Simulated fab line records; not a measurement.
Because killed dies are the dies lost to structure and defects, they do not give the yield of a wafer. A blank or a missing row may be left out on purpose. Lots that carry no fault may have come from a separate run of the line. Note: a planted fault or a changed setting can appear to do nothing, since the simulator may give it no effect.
Split-lot study	flow n5-finfet	7 lots, 21 wafers read, on a route of 1938 steps

ABOUT THE SPLIT
At N5_BEOL_M5_COAT_05 (resist thk 30 nm), the setting spin-rpm was moved away from the recipe's 1500 rpm on 9 of the 21 wafers read, by +4.4% to +8.6%. The other wafers ran this setting at the recipe's value.

FROM THE SPLIT TO THE READING: what the file shows between them, 5 steps
- N5_BEOL_M5_EBR_07
- N5_BEOL_M5_SOFTBAKE_06: time 60 s
- N5_BEOL_M5_EXPOSE_08: exposes mask M5, target cd 28 nm
- N5_BEOL_M5_PEB_09: peb time 60 s
- N5_BEOL_M5_DEVELOP_10: develop time 30 s

THE READING
CAR-EUV_of_BEOL_M5_COAT_05.thk-nm (the simulator's own value, which no gauge read), in nm, at N5_BEOL_M5_DESCUM_16 (chemistry O2, time 7 s). There is no usual value for it anywhere in the file. Here, 12 wafers ran the recipe; their average is 26.1 nm with a standard deviation of 0.099 nm.

wafer	tool, chamber at the split	spin-rpm as run, rpm	against the recipe	CAR-EUV_of_BEOL_M5_COAT_05.thk-nm, nm	against lot-mates on the recipe
L077.1	litho-track-03, 0	1500	recipe	26	-
L077.6	litho-track-03, 0	1500	recipe	26	-
L077.5	litho-track-03, 0	1612	+7.5%	25.2	-0.8
L080.1	litho-track-01, 0	1566	+4.4%	25.4	-0.6
L080.3	litho-track-01, 0	1500	recipe	26	-
L080.6	litho-track-01, 0	1566	+4.4%	25.6	-0.4
L081.1	litho-track-03, 0	1576	+5.1%	25.4	-0.8
L081.2	litho-track-03, 0	1500	recipe	26.2	-
L081.5	litho-track-03, 0	1500	recipe	26.2	-
L082.2	litho-track-05, 0	1610	+7.3%	25	no lot-mate on the recipe
L082.3	litho-track-05, 0	1610	+7.3%	25	no lot-mate on the recipe
L082.4	litho-track-05, 0	1610	+7.3%	25	no lot-mate on the recipe
L086.2	litho-track-03, 0	1629	+8.6%	25	-1.2
L086.6	litho-track-03, 0	1629	+8.6%	25	-1.2
L086.5	litho-track-03, 0	1500	recipe	26.2	-
L091.3	litho-track-05, 0	1500	recipe	26	-
L091.4	litho-track-05, 0	1500	recipe	26	-
L091.6	litho-track-05, 0	1500	recipe	26	-
L093.2	litho-track-01, 0	1500	recipe	26.2	-
L093.3	litho-track-01, 0	1500	recipe	26.2	-
L093.5	litho-track-01, 0	1500	recipe	26	-

FIT RESULTS
A straight line over all 21 wafers: CAR-EUV_of_BEOL_M5_COAT_05.thk-nm changes by -0.134 nm for each +1% of spin-rpm; r = -0.98; the points scatter about the line by 0.1 nm.
The same after taking each lot's own level away (the mean of its wafers on the recipe; 18 wafers): -0.131 nm for each +1%; r = -0.98; scatter 0.086 nm.
On that fit, the largest move of spin-rpm shifts the reading by 1.1 nm.
The lots' own levels span 26.00 to 26.20 nm, that is 2.0 times the standard deviation above.
Consequently the slope shifts little with the lot-to-lot level, the two slopes agreeing.
Check: with one of the wafers moved furthest among these (+8.6%) left out of the fit, the line predicts -1.1 nm for it against its lot-mates. It came out at -1.2 nm against them.

THE OTHER SPLITS THESE WAFERS WENT THROUGH
Note: prior to the reading, these wafers also went through further splits. Each is held against what the fit with the lots' levels taken away leaves over:
other split on the same wafers	wafers away from the commonest value	r with CAR-EUV_of_BEOL_M5_COAT_05.thk-nm (lot level and that fit taken away)
N5_BEOL_M5_ILD_DEP_00 time-s	8	+0.32

THE WHOLE CHAIN: every reading that the file lists as answering this split, in the file's order
step	what it does	reading	change (the file's fit)	r (the file's)
N5_BEOL_M5_COAT_05	resist thk 30 nm	CAR-EUV_of_BEOL_M5_COAT_05.thk-nm (the simulator's own value, which no gauge read)	-0.148 nm for each +1% of the setting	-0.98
N5_BEOL_M5_DEVELOP_10	develop time 30 s	CAR-EUV_of_BEOL_M5_COAT_05.thk-nm (the simulator's own value, which no gauge read)	-0.14 nm for each +1% of the setting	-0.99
N5_BEOL_M5_DESCUM_16	chemistry O2, time 7 s	CAR-EUV_of_BEOL_M5_COAT_05.thk-nm (the simulator's own value, which no gauge read)	-0.129 nm for each +1% of the setting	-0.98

THE FILE'S OWN FIT
CAR-EUV_of_BEOL_M5_COAT_05.thk-nm changes by -0.129 nm for each +1% of spin-rpm, r = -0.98.
